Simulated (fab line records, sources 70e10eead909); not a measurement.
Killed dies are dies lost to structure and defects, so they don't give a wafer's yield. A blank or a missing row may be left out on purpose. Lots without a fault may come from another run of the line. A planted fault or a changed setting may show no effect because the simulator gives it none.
Chamber matching | flow nand_harc | NHARC_P_M2_PRE_CLEAN_32 on pecvd-01: 3 sister chambers
The step time 12 s. 6 wafers are shown with their chamber, then 7 later ones without.

WAFERS WITH THEIR CHAMBER
wafer  | chamber | heater_power_w (W)
L614.1 | 2       | 538
L614.4 | 1       | 542
L617.4 | 1       | 617
L617.6 | 0       | 671
L622.1 | 0       | 700
L622.2 | 2       | 575

WAFERS WITHOUT THEIR CHAMBER
wafer  | heater_power_w (W)
L622.4 | 709
L623.3 | 584
L623.5 | 564
L623.6 | 658
L628.1 | 643
L628.2 | 609
L628.6 | 532

WHICH CHAMBER EACH WENT THROUGH
wafer  | from the rows above          | in truth
L622.4 | 0                            | 0
L623.3 | can't be placed: 1 or 2      | 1
L623.5 | can't be placed: 2 or 1      | 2
L623.6 | can't be placed: 0 or 1      | 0
L628.1 | can't be placed: 0 or 1 or 2 | 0
L628.2 | can't be placed: 1 or 2 or 0 | 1
L628.6 | can't be placed: 2 or 1      | 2
Placed correctly: 1 of 7. Can't be placed from these rows: 6 (the true chamber is among the candidates in 6). Placed wrongly: 0.
How it was worked out, from the rows above alone: a wafer's distance from a chamber is the root of the sum, over the readings, of the square of ((its reading less the chamber's mean) divided by the reading's scatter). The wafer belongs to the nearest chamber; if the next one is less than 2 further off, it can't be placed. A chamber's mean is the mean of its shown wafers. The scatter: the root of (the sum of the squares of (reading less its chamber's mean) over the shown wafers, divided by (wafers less chambers)).
